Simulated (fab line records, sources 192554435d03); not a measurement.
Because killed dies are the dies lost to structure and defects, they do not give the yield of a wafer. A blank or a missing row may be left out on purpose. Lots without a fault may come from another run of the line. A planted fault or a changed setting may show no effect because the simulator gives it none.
Comparing a struck lot with a sound one ; flow n5_finfet ; 14 out of 1938 route steps
Sound: the wafers L190.1, L190.2, L190.6. Wafers struck: L199.2, L199.3, L199.6. At the end, the cause is stated.
For every step that has rows: the tool of each side, followed by ch and its chambers, followed by its first start. Under that, the readings that differ: sound wafers ; struck wafers ; difference of the means ; sigmas: that difference in standard deviations of wafers without a fault.
alike: readings with means less than 2 such deviations apart, plus words and numbers identical on both sides. not compared: withheld readings, readings lacking a value on some wafer, bounds such as >300 that could conceal the same value, and numbers that have no deviation in the record and whose values overlap.
Wherever a step has rows on one side only, a row that says differs or no value, or a row with sigmas, the two part there. Non-overlapping numbers with no deviation appear without sigmas and do not part them. A reading that every wafer of one side lacks parts them only if that side has two wafers or more.

N5_BEOL_M6_INSPECT_58: inspects for defects (darkfield).
  struck on defect_inspect-02, day 12 00:58; sound on defect_inspect-01, day 9 15:53
  alike: raw_defect_count
N5_BEOL_M7_ILD_DEP_00: deposits SiCOH lowk from DEMS/porogen, target thk 179.75 nm, time 33.4 s.
  sound on pecvd-01 ch 0,1,2, day 9 15:55; struck on pecvd-02 ch 0,2, day 12 01:01
  alike: heater_power_w, showerhead_plenum_p_Torr, throttle_valve_pct
N5_BEOL_M7_CURE_74: cures SiCOH lowk, time 240 s.
  sound on uv_cure-03 ch 0, day 9 15:59; struck on uv_cure-03 ch 1, day 12 01:28
  alike: lamp_power_pct, wafer_temp_C_max
N5_BEOL_M7_THK_MEAS_01:
  struck on film_metro-02, day 12 01:53; sound on film_metro-01, day 9 16:58
  alike: M7_ILD_THK
N5_BEOL_M7_PECVD_70: deposits SiO2 from TEOS/O2, target thk 20 nm, time 22.7 s.
  sound on pecvd-03 ch 0,1, day 9 17:01; struck on pecvd-02 ch 0,2, day 12 01:56
  alike: heater_power_w, showerhead_plenum_p_Torr, throttle_valve_pct
N5_BEOL_M7_HM_DEP_02: deposits TiN, target thk 20 nm.
  struck on pvd_sputter-03, day 12 02:07; sound on pvd_sputter-01, day 9 17:47
  alike: throttle_valve_pct
then, 6 steps without rows for these wafers: N5_BEOL_M7_COAT_59 (time 60 s, resist thk 100 nm); N5_BEOL_M7_COAT_60 (time 60 s, resist thk 35 nm); N5_BEOL_M7_COAT_05 (resist thk 90 nm); N5_BEOL_M7_EBR_07; N5_BEOL_M7_SOFTBAKE_06 (time 60 s); N5_BEOL_M7_EXPOSE_08 (exposes mask M7).
N5_BEOL_M7_PEB_09: peb time 60 s.
  struck on litho_track-03, day 12 02:33; sound on litho_track-03 ch 0, day 9 18:06
  no value came back on the struck wafers for chill_plate_temp_C (C), exhaust_pa (Pa); on the sound wafers chill_plate_temp_C (C) reads 22.87 22.87 23.05
then, 1 step without rows for these wafers: N5_BEOL_M7_DEVELOP_10 (develop time 30 s).

== WHERE THEY PART ==
Only at N5_BEOL_M7_PEB_09, within this record.

WHY: the cause the simulator had injected
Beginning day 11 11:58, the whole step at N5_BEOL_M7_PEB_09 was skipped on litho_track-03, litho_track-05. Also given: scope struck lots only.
